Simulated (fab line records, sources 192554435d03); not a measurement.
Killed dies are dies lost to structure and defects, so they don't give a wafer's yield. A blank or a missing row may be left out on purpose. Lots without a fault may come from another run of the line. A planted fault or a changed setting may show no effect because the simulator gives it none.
fab line records | flow n5_finfet
record lots=3 wafers=9 last_day=17
route steps=1938 shown BEOL_M10@1528 BEOL_M11@1536 PASSIVATION@1936
lots that met no fault: from a run of the same line without faults
start_h: hours from the record's first day to the start of the lot's first wafer shown | wait_h: hours since the lot's step before | " the same as in the row above | L1.1+2: a row that stands for several wafers | - no value, or no start given | * or withheld: withheld | < > ~ a bound
route shown NAME@n: a module of which the file shows steps, and the number in the route of the first | usual: mean/standard deviation of fault-free wafers | same: alike in all rows | chamber/n: place in a boat | sites: the reading at each site | _std_site: their standard deviation | _edge_site: outer sites' mean less inner sites' | radius_mm: how far each site lies from the wafer's centre | mask NAME#n: copy n | behind: the tool/chamber that last shaped the wafer | hold: why the lot was held/for how many hours/how that ended | device: the transistor (n, p or np) that didn't switch | end of line: the same wafers' tests at the end of the route | a step without rows: its recipe alone | killed: dies lost to structure and defects at the first sort, not the wafer's yield | map: a wafer's dies, x killed, . not, _ none there
set.NAME: the setting as run; set.NAME@STEP: as run at that earlier step | model.NAME: the simulator's own value behind a step, which no gauge read
lots at some steps of the route; a table a step, a row a wafer
services: from which hour (start_h, from the record's first day; less than 0 if before it) a tool's chamber was out of use, for how many hours, and why
## steps
# step N5_BEOL_M10_ECD_50
# recipe material=Cu target_thk_a=3180
# step N5_BEOL_M10_ANNEAL_51
# recipe temp_c=225 time_s=90 ambient=N2
# step N5_BEOL_M10_CMP_52
# recipe stop_on=SiCOH_lowk t_overpolish_s=7 down_force_psi=1 platen_rpm=50 clearing_platen_down_force_psi=1.5 clearing_platen_rpm=50 post_cmp_clean=cu_alkaline target_thk_nm=140 clearing_platen_pad_velocity_m_s=0.99484 pad_velocity_m_s=0.99484
# step N5_BEOL_M10_PRE_CLEAN_55
# recipe gas=NH3 time_s=15 temp_c=withheld rf_power_w=300
# step N5_BEOL_M10_DEP_56
# recipe material=SiCN target_thk_a=150 temp_c=withheld precursor=3MS/NH3 pressure_torr=3 rf_w=202 time_s=26.5
# step N5_BEOL_M11_ILD_DEP_00
# recipe material=SiCOH_lowk target_thk_a=3085.1 temp_c=300 precursor=DEMS/porogen pressure_torr=5 rf_w=500 time_s=58
# step N5_BEOL_M11_CURE_71
# recipe temp_c=385 time_s=240 ambient=He/Ar material=SiCOH_lowk
# step N5_BEOL_M11_PECVD_70
# recipe material=SiO2 target_thk_a=200 temp_c=400 precursor=TEOS/O2 pressure_torr=5.5 rf_w=450 teos_flow_sccm=53.8 gas=O2 flow_sccm=3000 time_s=22.7
# step N5_BEOL_M11_HM_DEP_02
# recipe material=TiN target_thk_a=200 temp_c=25 chamber_pressure_pa=0.49996
# usual throttle_valve_pct=29.8/0.74
# columns lot.wafer tool chamber start_h wait_h throttle_valve_pct model.TiN_of_BEOL_M11_HM_DEP_02.thk_nm
L644.1 pvd_sputter-03 - 265.90 0.1 31.3 20
L644.5 " - " " 31.0 20.2
L644.6 " - " " 29.4 20.2
L654.2 pvd_sputter-03 - 327.52 0.2 31.5 19.4
L654.4 " - " " 30.4 19.6
L654.6 " - " " 30.3 26.6
L660.1 pvd_sputter-01 - 356.90 0.4 28.8 20.2
L660.3 " - " " 29.0 19.8
L660.4 " - " " 29.4 19.6
# step N5_BEOL_M11_COAT_59
# recipe resist=SOC temp_c=250 time_s=60 spin_rpm=1500 resist_thk_nm=100
# step N5_BEOL_M11_COAT_60
# recipe resist=SiARC temp_c=220 time_s=60 spin_rpm=1500 resist_thk_nm=30
# step N5_BEOL_M11_COAT_05
# recipe resist=CAR-ArF spin_rpm=1500 resist_thk_nm=90
# step N5_BEOL_M11_EBR_07
# recipe solvent=PGMEA ebr_width_mm=1.5
# step N5_BEOL_M11_SOFTBAKE_06
# recipe temp_c=110 time_s=60 resist=CAR-ArF
# step N5_BEOL_M11_EXPOSE_08
# recipe mask_id=M11 na=1.35 source_shape=dipole sigma_inner=0.411 sigma_outer=0.611 polarization=te dose_mj=53.75
# step N5_BEOL_M11_PEB_09
# recipe peb_temp_c=withheld peb_time_s=60 resist=CAR-ArF
# step N5_BEOL_M11_DEVELOP_10
# recipe develop_time_s=30 developer=TMAH resist=CAR-ArF rinse_liquid=diw dry=air_spin dev_temp_c=23
# step N5_BEOL_M11_DESCUM_16
# recipe chemistry=O2 time_s=7.9 source_power_w=50 bias_power_w=20 pressure_mtorr=20 rf_frequency_hz=2.712e+07 temp_c=40 resist=CAR-ArF o2_flow_sccm=225
# step N5_BEOL_M11_ETCH_61
# recipe chemistry=CF4 target=SiARC target_depth_a=390 mask_material=CAR-ArF time_s=65 ion_energy_ev=80 pressure_mtorr=40 source_w=545 bias_w=36 Ar_flow_sccm=100 cf4_flow_sccm=100 ends=cleared
# step N5_BEOL_M11_ETCH_62
# recipe chemistry=N2/H2 target=SOC target_depth_a=1100 overetch_a=220 mask_material=SiARC temp_c=40 time_s=165 ion_energy_ev=200 pressure_mtorr=30 source_w=840 bias_w=150 n2_flow_sccm=200 h2_flow_sccm=200
# step N5_BEOL_M11_STRIP_68
# recipe chemistry=N2/H2 temp_c=40 n2_flow_sccm=200 h2_flow_sccm=200 rf_frequency_hz=6e+07
# step N5_BEOL_M11_STRIP_67
# recipe chemistry=CF4 resist=SiARC power_w=300 bias_power_w=75 pressure_mtorr=50 cf4_flow_sccm=150 rf_frequency_hz=6e+07
# step N5_BEOL_M11_HM_OPEN_17
# recipe chemistry=Cl2/BCl3 target_depth_a=200 overetch_a=60 target=TiN mask_material=SOC ion_energy_ev=150 pressure_mtorr=10 icp_w=1000 bias_w=126 Cl2_flow_sccm=53.25 bcl3_flow_sccm=21.75 Ar_flow_sccm=25
# usual drypump_motor_current_A=5.83/0.29 he_backside_leak_sccm=3.38/0.17 oes_product_au=0.69/0.074 rf_fwd_power_W=991/3.4 throttle_valve_pct=22.29/0.18
# columns lot.wafer tool chamber start_h wait_h drypump_motor_current_A he_backside_leak_sccm oes_product_au rf_fwd_power_W rf_hours_counter_h throttle_valve_pct model.etch.depth_nm
L644.1 rie_metal-02 0 266.76 0.0 5.56 3.41 0.73 995 11 22.24 19.98
L644.5 " 1 " " 4.70 3.73 0.54 994 - 22.68 20.11
L644.6 " 0 " " 5.56 3.13 0.73 990 - 22.24 20.12
L654.2 rie_metal-01 0 328.38 0.0 5.64 3.27 0.73 997 16 22.33 19.45
L654.4 " 1 " " 5.85 3.46 0.68 992 - 22.28 19.56
L654.6 " 1 " " 5.85 3.37 0.80 989 - 22.08 26.25
L660.1 rie_metal-03 0 357.63 0.0 6.00 3.09 0.58 989 97 22.53 20.26
L660.3 " 0 " " 6.03 3.21 0.58 989 - 22.55 19.82
L660.4 " 1 " " 5.98 3.70 0.71 987 - 22.09 19.58
# step N5_BEOL_M11_STRIP_19
# recipe chemistry=O2 power_w=400 temp_c=40 pressure_mtorr=30 rf_frequency_hz=6e+07 bias_power_w=0 overash_fraction=0.2 o2_flow_sccm=225
# step N5_BEOL_M11_COAT_63
# recipe resist=SOC temp_c=250 time_s=60 spin_rpm=1500 resist_thk_nm=100
# step N5_BEOL_M11_COAT_64
# recipe resist=SiARC temp_c=220 time_s=60 spin_rpm=1500 resist_thk_nm=30
# step N5_BEOL_M11_COAT_22
# recipe resist=CAR-ArF spin_rpm=1500 resist_thk_nm=90
# step N5_BEOL_M11_EBR_24
# recipe solvent=PGMEA ebr_width_mm=1.5
# step N5_BEOL_M11_SOFTBAKE_23
# recipe temp_c=110 time_s=60 resist=CAR-ArF
# step N5_BEOL_M11_EXPOSE_25
# recipe mask_id=V10 na=1.35 source_shape=annular sigma_inner=0.5 sigma_outer=0.8 polarization=unpolarized dose_mj=85.5
# step N5_BEOL_M11_PEB_26
# recipe peb_temp_c=withheld peb_time_s=60 resist=CAR-ArF
# step N5_BEOL_M11_DEVELOP_27
# recipe develop_time_s=30 developer=TMAH resist=CAR-ArF rinse_liquid=diw dry=air_spin dev_temp_c=23
# step N5_BEOL_M11_TRENCH_ETCH_37
# recipe chemistry=C4F6/O2 target_depth_a=1488.3 target=SiCOH_lowk time_s=48 ion_energy_ev=250 pressure_mtorr=30 source_w=345 bias_w=185 Ar_flow_sccm=300 C4F6_flow_sccm=10 O2_flow_sccm=10
# usual drypump_motor_current_A=5.7/0.35 oes_product_au=0.82/0.07 rf_fwd_power_W=340.6/1.6 rf_vpp_V=664/15 showerhead_plenum_p_Torr=2.88/0.06 throttle_valve_pct=20.82/0.2
# columns lot.wafer tool chamber start_h wait_h drypump_motor_current_A oes_product_au rf_fwd_power_W rf_hours_counter_h rf_vpp_V showerhead_plenum_p_Torr throttle_valve_pct model.TiN_of_BEOL_M11_HM_DEP_02.thk_nm
L644.1 rie_diel-01 0 - - 5.7 0.93 340.5 5 652 2.80 20.67 16
L644.5 " 1 " " 5.7 0.81 336.2 - 674 2.97 20.83 16.2
L644.6 " 2 " " 5.8 0.84 342.1 - 666 2.79 21.19 16
L654.2 rie_diel-04 1 - - 5.0 0.71 341.3 214 675 2.89 20.57 15.2
L654.4 " 3 " " 6.1 0.77 342.5 159 690 2.88 20.72 15.4
L654.6 " 0 " " 5.4 0.70 343.2 - 660 2.93 21.03 22.6
L660.1 rie_diel-05 3 - - 5.8 0.80 338.3 56 659 2.93 20.60 16.4
L660.3 " 2 " " 5.7 0.83 339.2 77 689 2.86 20.63 15.8
L660.4 " 0 " " 5.0 0.97 340.6 7 655 2.93 20.65 15.4
# step N5_PASSIVATION_PROBE_49
# usual defect_limited_yield=91.4/1.4 killed_at_M0_to_M3=34/8.9 killed_at_M4_up=13/4.6 killed_at_contacts=12/5.5 killed_at_front_end=41/11 killed_at_other=3.1/2.9 killed_dies=102/16 killed_open=66/11 killed_short=34/7.6 sort_bin_5_function=5.1/0.89 sort_bin_6_memory=3.2/0.61 sort_n_pass=1078/16 sort_yield_pct=91.3/1.4
# same gross_dies=1180 killed_at_back_side=0 sort_bin_4_leakage[%]=0 sort_bin_8_speed[%]=0
# columns lot.wafer tool chamber start_h wait_h defect_limited_yield[%] killed_at_M0_to_M3 killed_at_M4_up killed_at_contacts killed_at_front_end killed_at_other killed_dies killed_open killed_short sort_bin_5_function[%] sort_bin_6_memory[%] sort_n_pass sort_yield_pct[%]
L644.1 prober-01 - 305.80 0.0 90.2 32 16 8 53 7 116 66 50 6.5 2.9 1064 90.2
L644.5 prober-01 - 306.00 0.2 91.4 39 11 9 41 2 102 59 41 4.7 3.8 1078 91.4
L644.6 prober-01 - 306.05 0.3 88.8 48 12 8 64 0 132 80 48 7.2 3.3 1048 88.8
L654.2 prober-01 - 374.14 0.1 90.7 31 13 9 56 1 110 64 38 5.9 2.5 1070 90.7
L654.4 prober-01 - 374.24 0.2 91.3 31 10 8 50 4 103 71 29 5.4 2.9 1077 91.3
L654.6 prober-01 - 374.34 0.3 87.5 48 35 22 43 0 148 82 46 9.2 3.2 1032 87.5
L660.1 prober-01 - 407.78 0.0 90.3 35 17 16 45 1 114 73 34 5.0 3.6 1066 90.3
L660.3 prober-01 - 407.88 0.1 92.9 37 16 9 18 4 84 65 19 4.7 2.3 1096 92.9
L660.4 prober-01 - 407.93 0.2 92.2 23 12 4 48 5 92 61 31 4.6 2.8 1088 92.2
# killed by level:class
L644.1 FIN_SAQP:geometric_particle:short=15 STI_FIN_REVEAL:geometric_particle:open=12 BEOL_M0_SAQP:geometric_particle:open=12 BEOL_M0_SAQP:geometric_particle:short=12 FIN_SAQP:geometric_particle:open=7 MOL_CONTACT_COAG:geometric_particle:open=7 STI_FIN_REVEAL:geometric_particle:short=5 BEOL_M4:geometric_particle:open=5
L644.5 BEOL_M0_SAQP:geometric_particle:short=11 BEOL_M2:geometric_particle:open=9 FIN_SAQP:geometric_particle:short=8 MOL_CONTACT_COAG:geometric_particle:open=8 BEOL_M0_SAQP:geometric_particle:open=8 FIN_SAQP:geometric_particle:open=7 STI_FIN_REVEAL:geometric_particle:open=6 STI_FIN_REVEAL:geometric_particle:short=5
L644.6 FIN_SAQP:geometric_particle:open=21 FIN_SAQP:geometric_particle:short=18 BEOL_M0_SAQP:geometric_particle:open=16 BEOL_M0_SAQP:geometric_particle:short=15 DUMMY_GATE:geometric_particle:open=8 MOL_CONTACT_COAG:geometric_particle:open=6 BEOL_M8:geometric_particle:open=5 BEOL_M2:geometric_particle:open=5
L654.2 FIN_SAQP:geometric_particle:open=20 FIN_SAQP:geometric_particle:short=9 BEOL_M3:geometric_particle:open=7 HKMG_FIN:area_etch=7 MOL_CONTACT_COAG:geometric_particle:open=6 BEOL_M0_SAQP:geometric_particle:open=6 GATE_CUT:geometric_particle:short=5 BEOL_M2:geometric_particle:short=5
L654.4 BEOL_M0_SAQP:geometric_particle:open=15 FIN_SAQP:geometric_particle:open=12 FIN_SAQP:geometric_particle:short=7 STI_FIN_REVEAL:geometric_particle:open=7 MOL_CONTACT_COAG:geometric_particle:open=7 BEOL_M0_SAQP:geometric_particle:short=7 DUMMY_GATE:geometric_particle:open=6 BEOL_M4:geometric_particle:open=5
L654.6 BEOL_M11:area_open=19 MOL_CONTACT_COAG:geometric_particle:open=17 BEOL_M0_SAQP:geometric_particle:open=16 FIN_SAQP:geometric_particle:short=11 FIN_SAQP:geometric_particle:open=11 BEOL_M1:geometric_particle:open=10 BEOL_M0_SAQP:geometric_particle:short=7 MOL_CONTACT_COAG:geometric_particle:short=5
L660.1 MOL_CONTACT_COAG:geometric_particle:open=15 BEOL_M3:geometric_particle:open=11 BEOL_M4:geometric_particle:open=10 HKMG_FIN:area_etch=7 STARTING-WAFER:geometric_particle:short=6 BEOL_M0_SAQP:geometric_particle:open=6 BEOL_M1:geometric_particle:open=6 STI_FIN_REVEAL:geometric_particle:open=5
L660.3 BEOL_M1:geometric_particle:open=14 BEOL_M3:geometric_particle:open=8 MOL_CONTACT_COAG:geometric_particle:open=7 FIN_SAQP:geometric_particle:open=6 BEOL_M4:geometric_particle:open=6 BEOL_M0_SAQP:geometric_particle:open=5 BEOL_M4:geometric_particle:short=4 FIN_SAQP:geometric_particle:short=3
L660.4 FIN_SAQP:geometric_particle:open=13 BEOL_M3:geometric_particle:open=10 FIN_SAQP:geometric_particle:short=9 BEOL_M1:geometric_particle:open=5 STI_FIN_REVEAL:geometric_particle:open=4 BEOL_M4:geometric_particle:open=4 PASS1_CAP:geometric_particle:short=4 ILD0:geometric_particle:short=3
# map L654.6 (x killed, . not)
_________________............________________
______________....x.....xx....x._____________
___________.x.....x......x.........__________
__________...x..x.........x......x.._________
________.x...x..x....x.x.............._______
_______.x....x.........................______
______.......x.........x..x.....x......._____
_____..........x....x...x.......x........____
____.....................x...........x....___
___......x......x...................x..x..x__
___....x.x............x........x...........__
__...x.......x..x....x......x............x.._
__...x................x.............x..x..x._
_.x...........x...x.x..........x...x.....x...
_..xx.....x.............x.....x..xx....x....x
_........x....x..x.x.x.......x...............
_.x...x............xx.......x..........x...x.
_........x...x..............x..............x.
_.....................x.....................x
_.x..........x........x........x.......xx.x..
_xxx.x..x............x.................x..x..
__.x........x......................x.x......_
__...........x..................x...x......._
___...x............x...............x..x...x__
___x..x......xx.......x............x....x.x__
____x.................x....x..x...........___
_____x..xxx..............x...............____
______...........x...........x.......x.._____
_______..x..x....................xxx...______
________...x...x.x.....x.x.......x...._______
__________...............x.......x.._________
___________...x.............x.x....__________
______________....x....x........_____________
_________________............________________
# map L644.6 (x killed, . not)
_________________............________________
______________.x............x..._____________
___________...............x...x....__________
__________..x.xxx.......x..x........_________
________..x.....x....x.x.............x_______
_______x....x.........x....x...........______
______x..............x..x.........x....._____
_____...x..............x......x......x.x.____
____x.......xx.x..x.....................x.___
___...................x.....x.x..x.........__
___..x..x.....x.............xx.............__
__............................x.x...x......._
__...................x..x.....xxx.........x._
_.x...........xx.......x.....................
_..x...........xx.xx.x..........x.........x..
_.x..x.......................................
_.....x...x.......x..................x..x....
_x....x.......x.....xx......x................
_...........................x..........xx....
_.............x..xx....x.........x........x..
_...x...............x......x.x.......x.x.....
__..x.....x....x.............x..x.......x..._
__...x..x................................x.._
___................x.......................__
___..xx...........xxx...x..................__
____.....................x..x..x..........___
_____...x........x...........x..........x____
______x...........x..x.................._____
_______...xxx.........................x______
________...........x...x..........x..._______
__________..x.x....................._________
___________........x.x..x..........__________
______________................x._____________
_________________..x.........________________
## services
# columns tool chamber start_h hours kind
rie_diel-01 2 241.99 4.6 repair
rie_metal-03 - 259.59 0.7 repair
rie_metal-03 0 260.65 6.9 repair
rie_diel-05 - 266.35 15.6 pm
rie_metal-01 0 269.93 3.0 repair
rie_metal-02 0 278.28 5.4 repair
rie_diel-01 2 279.08 5.3 repair
rie_metal-03 - 291.48 2.8 pm
rie_diel-05 0 301.90 5.6 repair
rie_diel-05 0 319.78 - clean
rie_diel-05 0 319.78 - consumable_replace:focus_ring
rie_diel-05 0 319.78 18.1 scheduled_down
rie_diel-05 0 319.78 18.1 vent_cycle
rie_metal-02 1 325.48 - clean
rie_metal-02 1 325.48 17.8 scheduled_down
rie_metal-02 1 325.48 17.8 vent_cycle
rie_diel-01 3 339.32 3.9 repair
rie_diel-05 1 352.70 1.2 repair
rie_diel-01 2 358.50 3.5 repair
## key
first_sign step=N5_PASSIVATION_PROBE_49 reading=killed_at_M4_up direction=up sigmas=4.8 usual=13 struck=35
effect none on later readings
model_effect step=N5_BEOL_M11_HM_DEP_02 value=TiN_of_BEOL_M11_HM_DEP_02.thk_nm without=19.6 struck=26.6
model_effect step=N5_BEOL_M11_HM_OPEN_17 value=etch.depth_nm without=19.64 struck=26.25
model_effect step=N5_BEOL_M11_TRENCH_ETCH_37 value=TiN_of_BEOL_M11_HM_DEP_02.thk_nm without=15.6 struck=22.6
met_at N5_BEOL_M11_HM_DEP_02
struck_wafers L654.6
onset_between 265.90 327.52
fault kind=process_parameter_drift tool=pvd_sputter-03 chamber=- onset_h=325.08 steps=N5_BEOL_M11_HM_DEP_02 channel=target_thk_a offset=* shape=step end_h=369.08 scope=struck_wafers_only acts_in=* stated=*
